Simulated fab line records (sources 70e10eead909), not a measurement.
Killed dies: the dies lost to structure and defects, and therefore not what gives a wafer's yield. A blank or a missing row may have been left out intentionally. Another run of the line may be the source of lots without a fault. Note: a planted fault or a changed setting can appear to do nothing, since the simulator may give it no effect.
fab line records | flow nand-harc
record lots=6 wafers=18 last-day=33
route steps=1302 shown P_GATE@195
lots that met no fault: from a run of the same line without faults
start-h: start of the lot's first displayed wafer, in hours after the record's first day | wait-h: hours elapsed since this lot's preceding step | " repeats the value in the row above | L1.1+2: a single row standing in for several wafers | - no value, or no start given | * or withheld: withheld | < > ~ a bound
route shown NAME@n: names a module that has steps shown in the file, with the first one's number in the route | usual: mean/standard deviation taken from wafers without a fault | same: alike in all rows | chamber/n: place in a boat | sites: the reading at each site | _std_site: the standard deviation of these | _edge_site: the outer-site mean with the inner-site mean subtracted | radius-mm: how far each site lies from the wafer's centre | mask NAME#n: copy n | behind: tool/chamber where the wafer was last shaped | hold: the reason the lot was held/the length of the hold in hours/how it ended | device: whichever transistor did not switch (one of n, p or np) | end of line: the same wafers' tests at the end of the route | where a step has no rows: the recipe by itself | killed: at the first sort, the dies lost to defects and structure; wafer yield is something else | map: a wafer's dies, x killed, . not, _ none there
set.NAME: the setting the step ran with; set.NAME@STEP: the setting that earlier step ran with | model.NAME: the simulator's own value behind a step, which no gauge read
lots seen at some steps along the route; tables by step, rows by wafer
services: the hour from which a tool's chamber was out of use, counted from the record's first day as start-h (under 0 if before that day), plus the number of hours and why
## steps
# step NHARC_P_GATE_SOFTBAKE_86
# recipe temp-c=122 time-s=95
# step NHARC_P_GATE_EBR_87
# step NHARC_P_GATE_EXPOSE_88
# recipe na=0.6 target-cd-nm=2000 dose-mj=11.87 mask-id=P_HVN
# step NHARC_P_GATE_PEB_89
# recipe peb-temp-c=118 peb-time-s=85
# step NHARC_P_GATE_DEVELOP_90
# recipe time-s=70
# step NHARC_P_GATE_CD_MEAS_91
# recipe target-cd-nm=2000 landing-energy-ev=500
# usual cd-nm=2000.3/1.4
# columns lot.wafer tool chamber start-h wait-h cd-nm
L624.1 cd-sem-01 0 112.36 - 1998.4
L624.2 " 0 " " 2001.6
L624.4 " 0 " " 2001.3
L625.3 cd-sem-01 0 125.98 - 2000.2
L625.4 " 0 " " 1998.8
L625.6 " 0 " " 1998.3
L634.3 cd-sem-03 0 215.75 - 2000.5
L634.4 " 0 " " 2003.8
L634.6 " 0 " " 2003.2
L636.2 cd-sem-02 0 236.24 - 2001.7
L636.3 " 0 " " 2001.3
L636.6 " 0 " " 1998.9
L637.3 cd-sem-02 0 247.81 - 1998.6
L637.4 " 0 " " 1998.6
L637.6 " 0 " " 2000.4
L639.3 cd-sem-01 0 271.94 - 1998.4
L639.4 " 0 " " 2000.0
L639.6 " 0 " " 1999.4
# step NHARC_P_GATE_HARDBAKE_92
# recipe temp-c=125 time-s=80
# step NHARC_P_GATE_DESCUM_93
# recipe time-s=3 o2-flow-sccm=200 ar-flow-sccm=0 bias-power-w=0 chemistry=O2
# usual drypump-motor-current-A=5.9/0.45 mfc-ar-sccm=0.003/0.0065 oes-product-au=1.002/0.0069 rf-vpp-V=57.9/0.86 showerhead-plenum-p-Torr=1.94/0.071 throttle-valve-pct=11.310/0.0093
# columns lot.wafer tool chamber start-h wait-h drypump-motor-current-A mfc-ar-sccm oes-product-au rf-hours-counter-h rf-vpp-V showerhead-plenum-p-Torr throttle-valve-pct
L624.2 rie-diel-10 2 112.52 - 6.1 0.001 0.988 3.8 56.6 1.83 11.302
L624.4 " 3 " " 5.7 0 1.008 3.3 58.4 2.06 11.324
L624.1 " 0 " " 6.1 0 1.002 3.8 59.1 2.02 11.316
L625.4 rie-diel-12 2 126.14 - 5.8 0.020 1.012 1.9 57.7 1.96 11.307
L625.3 " 1 " " 5.6 0 1.002 1.9 57.2 1.86 11.308
L625.6 " 3 " " 6.3 0.004 1.001 - 58.5 1.94 11.305
L634.4 rie-diel-10 0 215.90 - 6.2 0 1.008 11.2 58.3 2.02 11.300
L634.3 " 3 " " 5.8 0 1.011 10.3 58.6 2.06 11.305
L634.6 " 1 " " 5.0 0 0.991 - 56.4 1.90 11.322
L636.3 rie-diel-10 1 236.40 - 5.0 0 0.993 0.1 58.4 1.90 11.294
L636.2 " 2 " " 6.1 0.001 1.015 0.1 58.5 1.83 11.317
L636.6 " 1 " " 5.0 0 0.993 - 59.2 1.90 11.315
L637.3 rie-diel-10 1 247.98 - 5.0 0 0.987 0.5 57.4 1.90 11.308
L637.4 " 2 " " 6.0 0.001 1.010 0.5 58.1 1.83 11.312
L637.6 " 0 " " 6.2 0 1.007 - 56.8 2.01 11.326
L639.3 rie-diel-10 2 272.10 - 6.1 0.001 1.010 2.1 58.0 1.83 11.305
L639.6 " 3 " " 5.8 0 0.994 - 58.4 2.05 11.304
L639.4 " 0 " " 6.2 0 1.011 - 59.0 2.02 11.319
# step NHARC_P_GATE_IMPLANT_94
# recipe energy-kev=60 dose-cm2=2e+15 tilt-deg=7
# step NHARC_P_GATE_STRIP_113
# recipe power-w=1500 temp-c=110 time-s=740 chemistry=N2/H2
# usual drypump-motor-current-A=6.0/0.36 heater-power-w=83/3
# columns lot.wafer tool chamber start-h wait-h drypump-motor-current-A heater-power-w rf-hours-counter-h
L624.2 plasma-asher-02 1 112.90 0.2 6.2 84 9
L624.1 " 0 " " 6.3 82 9
L624.4 " 0 " " 6.3 82 -
L625.3 plasma-asher-01 0 126.75 0.4 5.4 75 -
L625.4 " 1 " " 6.1 86 -
L625.6 " 0 " " 5.4 76 -
L634.4 plasma-asher-02 1 216.51 0.3 6.2 87 -
L634.3 " 0 " " 6.2 82 -
L634.6 " 0 " " 6.3 83 -
L636.2 plasma-asher-02 1 236.88 0.3 6.2 83 0
L636.3 " 0 " " 6.2 82 -
L636.6 " 0 " " 6.2 84 -
L637.4 plasma-asher-01 1 248.57 0.3 6.1 85 -
L637.3 " 0 " " 5.4 80 -
L637.6 " 0 " " 5.4 80 -
L639.4 plasma-asher-01 0 272.74 0.3 5.4 79 -
L639.3 " 1 " " 6.1 84 -
L639.6 " 1 " " 6.1 85 -
# step NHARC_P_GATE_STRIP_95
# recipe power-w=1500 temp-c=250 chemistry=O2
# usual drypump-motor-current-A=6.0/0.35 heater-power-w=312/11
# columns lot.wafer tool chamber start-h wait-h drypump-motor-current-A heater-power-w rf-hours-counter-h
L624.2 plasma-asher-02 1 113.61 0.6 6.2 318 10
L624.1 " 0 " " 6.3 303 10
L624.4 " 0 " " 6.3 311 -
L625.3 plasma-asher-01 0 127.24 0.4 5.4 289 -
L625.4 " 1 " " 6.1 316 -
L625.6 " 0 " " 5.4 286 -
L634.4 plasma-asher-02 1 217.01 0.4 6.2 319 -
L634.3 " 0 " " 6.3 310 -
L634.6 " 0 " " 6.3 312 -
L636.2 plasma-asher-02 1 237.49 0.5 6.2 318 1
L636.3 " 0 " " 6.3 312 -
L636.6 " 0 " " 6.2 304 -
L637.4 plasma-asher-01 1 249.07 0.4 6.1 324 -
L637.3 " 0 " " 5.4 294 -
L637.6 " 0 " " 5.4 299 -
L639.4 plasma-asher-01 0 273.24 0.4 5.4 300 -
L639.3 " 1 " " 6.1 328 -
L639.6 " 1 " " 6.1 328 -
# step NHARC_P_GATE_STRIP_96
# recipe time-s=900 temp-c=130 chemistry=SPM
# step NHARC_P_GATE_RTA_64
# recipe temp-c=1050 time-s=1
# usual anneal-temp-c-max=1053.8/1.1 lamp-power-pct=31.8/0.48 lamp_zone_5_pct=31.8/0.49 wafer_temp_C_max=1054.2/1.2
# columns lot.wafer tool chamber start-h wait-h anneal-temp-c-max lamp-power-pct lamp_zone_5_pct wafer_temp_C_max
L624.1 rtp-anneal-02 0 114.18 - 1052.2 31.4 31.4 1055.0
L624.2 " 0 " " 1053.3 31.4 31.3 1055.6
L624.4 " 0 " " 1052.8 31.4 31.4 1055.0
L625.3 rtp-anneal-01 0 127.84 - 1053.9 32.3 32.3 1053.0
L625.4 " 0 " " 1054.4 32.3 32.3 1052.6
L625.6 " 0 " " 1054.5 32.3 32.3 1053.2
L634.3 rtp-anneal-01 0 217.62 - 1053.8 32.3 32.3 1053.6
L634.4 " 0 " " 1053.4 32.3 32.3 1053.7
L634.6 " 0 " " 1054.6 32.3 32.4 1052.5
L636.2 rtp-anneal-02 - 238.07 - - - - -
L636.3 " - " " - - - -
L636.6 " - " " - - - -
L637.3 rtp-anneal-01 - 249.68 - - - - -
L637.4 " - " " - - - -
L637.6 " - " " - - - -
L639.3 rtp-anneal-02 0 273.85 - 1053.6 31.4 31.4 1055.7
L639.4 " 0 " " 1054.9 31.4 31.4 1054.8
L639.6 " 0 " " 1053.7 31.3 31.4 1054.9
# step NHARC_P_GATE_ETCH_77
# recipe target-depth-a=60 chemistry=dHF material=SiO2
## services
# columns tool chamber start-h hours kind
plasma-asher-02 - 99.19 3.2 repair
rie-diel-10 0 99.88 - clean
rie-diel-10 1 99.88 - clean
rie-diel-10 2 99.88 - clean
rie-diel-10 3 99.88 - clean
rie-diel-10 0 124.38 - clean
rie-diel-10 1 124.38 - clean
rie-diel-10 2 124.38 - clean
rie-diel-10 3 124.38 - clean
rie-diel-10 3 133.18 8.8 repair
plasma-asher-01 - 141.75 9.0 pm
plasma-asher-01 0 141.75 9.0 vent-cycle
plasma-asher-01 1 141.75 9.0 vent-cycle
rie-diel-10 0 148.88 - clean
plasma-asher-01 0 150.75 - clean
plasma-asher-01 1 150.75 - clean
plasma-asher-01 - 193.15 0.5 repair
rie-diel-10 - 218.81 9.0 pm
plasma-asher-02 - 225.00 9.0 pm
plasma-asher-02 0 225.00 9.0 vent-cycle
plasma-asher-02 1 225.00 9.0 vent-cycle
plasma-asher-02 0 234.00 - clean
plasma-asher-02 1 234.00 - clean
rie-diel-12 - 244.40 9.0 pm
## key
first-sign step=NHARC_P_GATE_RTA_64 reading=tool-record direction=missing
effect none on later readings
met-at NHARC_P_GATE_RTA_64
struck-wafers L636.2,L636.3,L636.6,L637.3,L637.4,L637.6
later-rows-left-out L636.2,L636.3,L636.6,L637.3,L637.4,L637.6
sort-left-out L636.2,L636.3,L636.6,L637.3,L637.4,L637.6
tester-left-out L636,L637
onset-between 217.62 238.07
fault kind=skipped-step-whole tool=rtp-anneal-01,rtp-anneal-02 chamber=- onset-h=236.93 steps=NHARC_P_GATE_RTA_64 scope=struck-lots-only
# tester-left-out: of these lots the tester's yield and bins aren't shown, on N5 and GAA mostly nor the transistor test; their killed dies are dies lost to structure and defects alone, not to doping, threshold or leakage, so they don't give the yield
# sort-left-out: the simulated sort isn't trusted on such a fault, so these wafers' sort isn't shown, and their yield isn't known
# later-rows-left-out: the simulator's readings of these wafers behind a module that went badly wrong aren't trusted and aren't shown, but for the sort
